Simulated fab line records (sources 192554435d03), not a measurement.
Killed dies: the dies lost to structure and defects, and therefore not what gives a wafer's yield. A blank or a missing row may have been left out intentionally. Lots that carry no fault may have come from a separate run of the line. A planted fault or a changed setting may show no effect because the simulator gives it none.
Chamber matching ; flow n5 finfet ; 4 sister chambers for N5_BEOL_M11_ETCH_65 on rie diel-03
The step etches SiARC in CF4, target depth 39 nm, time 65 s. 4 wafers are shown with their chamber, then 11 later ones without.

## WAFERS, EACH WITH ITS CHAMBER
wafer;chamber;showerhead plenum p Torr (Torr)
L084.1;3;2.25
L086.2;2;2.26
L086.4;0;2.09
L089.2;1;2.19

## WAFERS WHOSE CHAMBER IS MISSING
wafer;showerhead plenum p Torr (Torr)
L089.3;2.26
L089.5;2.26
L087.1;2.26
L087.4;2.25
L087.6;2.19
L090.2;2.26
L090.3;2.18
L090.6;2.08
L092.1;2.26
L092.2;2.08
L092.6;2.25

## THE CHAMBER EACH PASSED THROUGH
wafer;from the rows above;in truth
L089.3;can't be placed: 2 or 3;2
L089.5;can't be placed: 2 or 3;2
L087.1;can't be placed: 2 or 3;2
L087.4;can't be placed: 3 or 2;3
L087.6;1;1
L090.2;can't be placed: 2 or 3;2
L090.3;1;1
L090.6;0;0
L092.1;can't be placed: 2 or 3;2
L092.2;0;0
L092.6;can't be placed: 3 or 2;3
Correct placement for 4 of the 11. These rows do not allow placing 7 (true chamber among the candidates in 7). Wrongly placed: 0.
How it was worked out, from the rows above alone: a wafer's distance from a chamber is the root of the sum, over the readings, of the square of ((its reading less the chamber's mean) divided by the reading's scatter). If the next closest chamber is less than 2 further off than the closest, the wafer can't be placed; otherwise it belongs to the closest. For every chamber, the mean is computed from those of its wafers that are shown. The scatter (one wafer shown for each chamber): square how far every hidden wafer sits from the nearest shown wafer, average those squares and take the square root.
